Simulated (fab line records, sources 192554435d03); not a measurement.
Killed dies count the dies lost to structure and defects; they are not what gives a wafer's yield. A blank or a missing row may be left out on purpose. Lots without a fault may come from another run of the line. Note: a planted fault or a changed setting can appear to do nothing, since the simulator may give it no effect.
Which of the tools did it? || flow n5Finfet || at 1 step of a route of 1938, 12 lots with 36 wafers sampled

## WHAT THE GAUGES SHOWED, per wafer
N5_BEOL_M14_INSPECT_12: inspects for defects (macro).
{"lot": "L074", "measured": "day 12 16:33", "on": "defectInspect-01", "rawDefectCount": "3 4 2"}
{"lot": "L078", "measured": "day 13 17:36", "on": "defectInspect-02", "rawDefectCount": "0 4 1"}
{"lot": "L076", "measured": "day 13 22:58", "on": "defectInspect-02", "rawDefectCount": "2 3 4"}
{"lot": "L081", "measured": "day 13 23:32", "on": "defectInspect-02", "rawDefectCount": "1 0 0"}
{"lot": "L083", "measured": "day 15 01:30", "on": "defectInspect-02", "rawDefectCount": "2 2 4"}
{"lot": "L085", "measured": "day 16 00:45", "on": "defectInspect-01", "rawDefectCount": "1 3 2"}
{"lot": "L087", "measured": "day 16 09:18", "on": "defectInspect-01", "rawDefectCount": "4 2 2"}
{"lot": "L089", "measured": "day 17 09:58", "on": "defectInspect-01", "rawDefectCount": "1 0 3"}
{"lot": "L090", "measured": "day 18 11:26", "on": "defectInspect-02", "rawDefectCount": "3 1 2"}
{"lot": "L093", "measured": "day 18 20:18", "on": "defectInspect-02", "rawDefectCount": "3 1 2"}
{"lot": "L097", "measured": "day 19 06:25", "on": "defectInspect-02", "rawDefectCount": "3 0 0"}
{"lot": "L096", "measured": "day 19 19:04", "on": "defectInspect-02", "rawDefectCount": "1 2 3"}

## WHAT TOOL EACH LOT RAN ON (gives the tool, then ch and the chambers of the sampled wafers, and finally the start)
There is no process step in the record ahead of these readings.

## THE ANSWER, worked out from the rows above alone
Rule: the usual values come from the lots themselves. Put in order of their means at a reading, lots are off if they are a third of the lots or fewer, leave a main group of 4 or more, and stand apart from it by a gap of 3 or more times the standard deviation of the main group's means; of several such gaps the widest counts. The tables above print the reading to a certain number of digits; a main group whose means all agree to those digits is not used. A lot without any number at a reading at which 4 lots or more have one is off too. Where the step has rows for the other lots, those lots are counted as sound.
Nothing can be told from this: no lot is off at any reading shown.

## WHAT THE SIMULATOR HAD INSERTED
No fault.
